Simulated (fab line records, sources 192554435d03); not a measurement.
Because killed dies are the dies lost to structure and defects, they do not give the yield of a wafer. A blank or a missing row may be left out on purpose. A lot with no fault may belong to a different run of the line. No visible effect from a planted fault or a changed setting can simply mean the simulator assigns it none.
Matching of chambers | flow n5_finfet | N5_PASSIVATION_STRIP_34 on rie_diel-06: 3 sister chambers
The step strips in O2. 6 wafers are shown with their chamber, then 5 later ones without.

WAFERS WITH THEIR CHAMBER
wafer  | chamber | drypump_motor_current_A (A) | showerhead_plenum_p_Torr (Torr)
L592.2 | 3       | 6.7                         | 2.07
L595.1 | 3       | 6.7                         | 2.06
L595.2 | 0       | 5.2                         | 2.02
L597.1 | 1       | 4.8                         | 2.00
L597.4 | 0       | 5.1                         | 2.01
L597.6 | 1       | 4.8                         | 2.00

WAFERS WITH NO CHAMBER GIVEN
wafer  | drypump_motor_current_A (A) | showerhead_plenum_p_Torr (Torr)
L600.1 | 6.7                         | 2.06
L600.6 | 5.2                         | 2.01
L606.2 | 4.9                         | 1.99
L606.5 | 5.1                         | 2.01
L606.6 | 6.7                         | 2.05

WHICH CHAMBER EACH ONE RAN IN
wafer  | from the rows above | in truth
L600.1 | 3                   | 3
L600.6 | 0                   | 0
L606.2 | 1                   | 1
L606.5 | 0                   | 0
L606.6 | 3                   | 3
5 of 5 placed correctly. From these rows, 0 cannot be placed. Placed wrongly: 0.
How it was worked out, from the rows above alone: a wafer's distance from a chamber is the root of the sum, over the readings, of the square of ((its reading less the chamber's mean) divided by the reading's scatter). If the next closest chamber is less than 2 further off than the closest, the wafer can't be placed; otherwise it belongs to the closest. The mean given for a chamber averages the wafers shown for that chamber. The scatter: the root of (the sum of the squares of (reading less its chamber's mean) over the shown wafers, divided by (wafers less chambers)).
